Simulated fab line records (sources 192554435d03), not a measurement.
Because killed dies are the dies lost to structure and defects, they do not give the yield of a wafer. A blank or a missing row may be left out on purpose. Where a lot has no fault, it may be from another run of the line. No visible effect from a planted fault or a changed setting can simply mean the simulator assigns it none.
What tool caused it? | flow n5-finfet | 27 wafers from 10 lots sampled at 7 of the route's 1938 steps

WHAT EACH GAUGE READ, for each wafer
N5_SD_EPI_P_INSPECT_26: inspects for defects (darkfield).
lot  | measured    | on                | raw-defect-count
L230 | day 3 11:50 | defect-inspect-02 | 189 148 215
L232 | day 3 20:10 | defect-inspect-02 | 89 157 122
L233 | day 4 02:06 | defect-inspect-02 | 141 160
L234 | day 4 10:19 | defect-inspect-01 | 191 212 197
L236 | day 5 01:35 | defect-inspect-02 | 246 311
L246 | day 7 10:14 | defect-inspect-01 | 1628 1560 1521
L247 | day 7 15:11 | defect-inspect-01 | 1582 1483 1551
L249 | day 8 03:04 | defect-inspect-01 | 234 158
L250 | day 8 13:04 | defect-inspect-01 | 185 228 249
L253 | day 9 05:58 | defect-inspect-01 | 286 203 175

N5_SD_ACTIVATION_INSPECT_02: inspects for defects (darkfield).
lot  | measured    | on                | raw-defect-count
L230 | day 3 12:42 | defect-inspect-02 | 198 155 208
L232 | day 3 20:55 | defect-inspect-01 | 95 188 132
L233 | day 4 02:51 | defect-inspect-01 | 155 190
L234 | day 4 11:04 | defect-inspect-02 | 175 194 194
L236 | day 5 02:31 | defect-inspect-02 | 236 330
L246 | day 7 11:05 | defect-inspect-01 | 1610 1545 1532
L247 | day 7 15:57 | defect-inspect-02 | 1573 1467 1541
L249 | day 8 04:08 | defect-inspect-02 | 216 150
L250 | day 8 13:49 | defect-inspect-02 | 149 205 238
L253 | day 9 06:49 | defect-inspect-01 | 274 206 172

N5_ILD0_THK_MEAS_13.
lot  | measured    | on            | thk-nm (nm)
L230 | day 4 00:58 | film-metro-02 | 18.0 16.4 17.3
L232 | day 4 03:25 | film-metro-02 | 17.3 17.9 19.2
L233 | day 4 09:19 | film-metro-01 | 17.7 18.3
L234 | day 4 17:41 | film-metro-01 | 16.0 18.8 19.5
L236 | day 5 08:49 | film-metro-02 | 19.1 21.9
L246 | day 7 17:36 | film-metro-02 | 17.9 19.3 19.5
L247 | day 7 22:26 | film-metro-02 | 17.0 14.2 16.2
L249 | day 8 10:39 | film-metro-01 | 18.6 16.9
L250 | day 8 20:05 | film-metro-01 | 14.9 16.8 16.1
L253 | day 9 13:41 | film-metro-02 | 20.7 18.2 20.2

N5_SDB_CD_MEAS_11 targets a cd of 50 nm.
lot  | measured    | on        | cd-nm (nm)
L230 | day 4 01:29 | cd-sem-01 | 50.0 48.9 48.0
L232 | day 4 03:47 | cd-sem-02 | 51.0 49.5 50.0
L233 | day 4 09:51 | cd-sem-01 | 51.5 51.0
L234 | day 4 18:13 | cd-sem-02 | 49.2 50.8 50.0
L236 | day 5 09:20 | cd-sem-03 | 50.5 49.6
L246 | day 7 18:01 | cd-sem-03 | 47.9 46.7 49.1
L247 | day 7 22:49 | cd-sem-03 | 49.5 50.4 50.6
L249 | day 8 11:10 | cd-sem-01 | 49.3 48.6
L250 | day 8 20:36 | cd-sem-01 | 51.4 49.4 51.1
L253 | day 9 14:12 | cd-sem-01 | 46.9 49.7 49.2

N5_BEOL_M4_RC_MEAS_101.
lot  | measured     | on        | DIBL_N (mV/V)  | DIBL_P (mV/V)  | IOFF_N (nA/um) | IOFF_P (nA/um) | ION_N (uA/um) | ION_P (uA/um) | SS_N (mV/dec)  | SS_P (mV/dec)  | VT_N (mV)   | VT_P (mV)
L230 | day 12 07:17 | prober-01 | 36.6 38.5 40.1 | 36.6 38.0 42.1 | 0.17 0.20 0.26 | 0.24 0.25 0.36 | 669 675 688   | 464 460 471   | 72.1 72.3 72.8 | 72.7 73.1 73.9 | 249 248 243 | -245 -243 -241
L232 | day 12 01:04 | prober-02 | 42.7 36.7 42.0 | 41.4 34.8 40.6 | 0.26 0.13 0.25 | 0.31 0.18 0.30 | 704 672 707   | 480 465 482   | 73.3 71.3 72.9 | 74.6 72.9 74.4 | 244 254 245 | -245 -254 -247
L233 | day 12 12:42 | prober-02 | 38.0 37.4      | 37.0 37.3      | 0.19 0.16      | 0.20 0.21      | 692 681       | 462 459       | 71.4 71.2      | 73.3 73.3      | 247 249     | -252 -252
L234 | day 12 14:16 | prober-01 | 36.2 37.5 41.2 | 35.5 38.0 40.8 | 0.13 0.16 0.24 | 0.16 0.20 0.24 | 658 679 677   | 441 457 452   | 72.6 72.2 72.4 | 73.6 72.6 74.0 | 254 251 245 | -256 -254 -250
L236 | day 13 17:46 | prober-01 | 36.3 39.2      | 37.5 41.1      | 0.16 0.23      | 0.21 0.26      | 684 700       | 469 471       | 72.1 72.5      | 73.8 75.4      | 252 245     | -249 -248
L246 | day 15 22:14 | prober-02 | 37.4 40.2 36.1 | 38.8 41.9 37.4 | 0.16 0.23 0.15 | 0.23 0.27 0.20 | 663 682 674   | 454 461 456   | 71.4 72.8 71.9 | 74.0 74.6 73.9 | 254 246 252 | -251 -249 -252
L247 | day 15 12:46 | prober-02 | 37.2 37.3 38.1 | 36.4 36.6 37.9 | 0.17 0.16 0.19 | 0.23 0.23 0.25 | 674 680 676   | 463 463 459   | 71.4 72.0 72.4 | 73.9 74.3 73.7 | 248 252 249 | -250 -250 -246
L249 | day 16 18:10 | prober-01 | 38.2 33.5      | 38.9 32.8      | 0.19 0.11      | 0.24 0.16      | 685 674       | 466 461       | 71.8 70.6      | 73.5 72.8      | 246 254     | -248 -255
L250 | day 17 01:41 | prober-01 | 38.0 33.6 35.8 | 40.6 34.2 36.5 | 0.18 0.11 0.15 | 0.23 0.14 0.17 | 686 645 675   | 471 444 454   | 72.0 71.2 71.7 | 73.7 71.8 73.3 | 247 256 251 | -252 -253 -256
L253 | day 17 18:26 | prober-02 | 36.5 33.3 36.9 | 36.5 31.9 37.3 | 0.16 0.12 0.19 | 0.26 0.17 0.26 | 662 680 686   | 460 463 475   | 71.5 70.8 72.2 | 73.6 73.0 74.0 | 250 248 248 | -245 -251 -246

EACH LOT AND THE TOOL THAT RAN IT (in order: tool; ch and the chambers of the sampled wafers; start)
lot  | N5_SD_EPI_P_EPI_21             | N5_SDB_HM_DEP_00
L230 | epi-rpcvd-04 ch 0, day 3 10:11 | pecvd-02 ch 0,1,2, day 4 01:02
L232 | epi-rpcvd-04 ch 0, day 3 18:10 | pecvd-03 ch 0,1, day 4 03:28
L233 | epi-rpcvd-02 ch 0, day 4 00:05 | pecvd-03 ch 1,2, day 4 09:23
L234 | epi-rpcvd-04 ch 0, day 4 07:57 | pecvd-03 ch 1,2, day 4 17:46
L236 | epi-rpcvd-01 ch 0, day 4 23:56 | pecvd-03 ch 1,2, day 5 08:55
L246 | epi-rpcvd-04 ch 0, day 7 08:13 | pecvd-03 ch 2, day 7 17:40
L247 | epi-rpcvd-04 ch 0, day 7 13:32 | pecvd-01 ch 1,2, day 7 22:29
L249 | epi-rpcvd-02 ch 0, day 8 01:23 | pecvd-01 ch 0,2, day 8 10:43
L250 | epi-rpcvd-01 ch 0, day 8 09:59 | pecvd-01 ch 0,2, day 8 20:09
L253 | epi-rpcvd-01 ch 0, day 9 03:58 | pecvd-03 ch 0,1, day 9 13:44
- N5_SD_EPI_P_EPI_21: deposits SiGe:B, time 355 s.
- N5_SDB_HM_DEP_00: deposits SiNx from SiH4/NH3/N2, target thk 40 nm, time 35.3 s.

AS READ BY THE TOOLS THEMSELVES (means over the sampled wafers that have a number; for cases with no such wafer, the mark the record gives instead)
N5_SD_EPI_P_EPI_21.
lot  | tool         | lamp-inner-pct (%)
L230 | epi-rpcvd-04 | 10.9
L232 | epi-rpcvd-04 | 10.8
L233 | epi-rpcvd-02 | 10.1
L234 | epi-rpcvd-04 | 11.0
L236 | epi-rpcvd-01 | 11.4
L246 | epi-rpcvd-04 | 10.8
L247 | epi-rpcvd-04 | 10.9
L249 | epi-rpcvd-02 | 10.0
L250 | epi-rpcvd-01 | 11.5
L253 | epi-rpcvd-01 | 11.5

N5_SDB_HM_DEP_00.
lot  | tool     | heater-power-w (W) | showerhead-plenum-p-Torr (Torr) | throttle-valve-pct (%)
L230 | pecvd-02 | 770                | 5.13                            | 40.2
L232 | pecvd-03 | 643                | 5.11                            | 41.0
L233 | pecvd-03 | 717                | 5.19                            | 39.6
L234 | pecvd-03 | 821                | 5.21                            | 39.0
L236 | pecvd-03 | 722                | 5.20                            | 39.6
L246 | pecvd-03 | 775                | 5.28                            | 37.7
L247 | pecvd-01 | 784                | 5.24                            | 37.7
L249 | pecvd-01 | 634                | 5.16                            | 39.4
L250 | pecvd-01 | 682                | 5.15                            | 40.3
L253 | pecvd-03 | 569                | 5.11                            | 41.2

THE ANSWER, worked out from the rows above alone
Rule: what is usual is taken from the lots themselves. The widest of any qualifying gaps counts: lots, ordered by their means at a reading, are off when they make up no more than a third of the lots, leave a main group of 4 or more, and stand apart from it by 3 or more times the standard deviation of that group's means. A main group whose means are all the same, to the digits that the tables above print for the reading, isn't used. Also off: a lot with no number at a reading for which 4 or more lots have one. Any other lot the step has rows for is counted as sound. Order of review: gauges by route order, followed by the tools' own readings, for which a lot's mean as printed above is used. At the first step where some lot is off, the reading lying furthest off is the one used; lots without a number count as furthest.
Off: L246, L247, at N5_SD_EPI_P_INSPECT_26 (raw-defect-count). The main group: mean 197, standard deviation 44.
A tool fits if, at a process step before that reading, it ran every lot that is off, and no sound lot after the first of them. The gauges at N5_SD_EPI_P_INSPECT_26 are tried like those tools. One fits: epi-rpcvd-04 at N5_SD_EPI_P_EPI_21. Its last sound lot is L234 (day 4 07:57), its first lot that is off L246 (day 7 08:13): a fault that began between those two fits.

WHAT THE SIMULATOR HAD PUT IN
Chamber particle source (epi-rpcvd-04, N5_SD_EPI_P_EPI_21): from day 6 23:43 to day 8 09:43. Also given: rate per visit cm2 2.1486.
Struck lots among those shown: L246, L247. The rule above found the same.
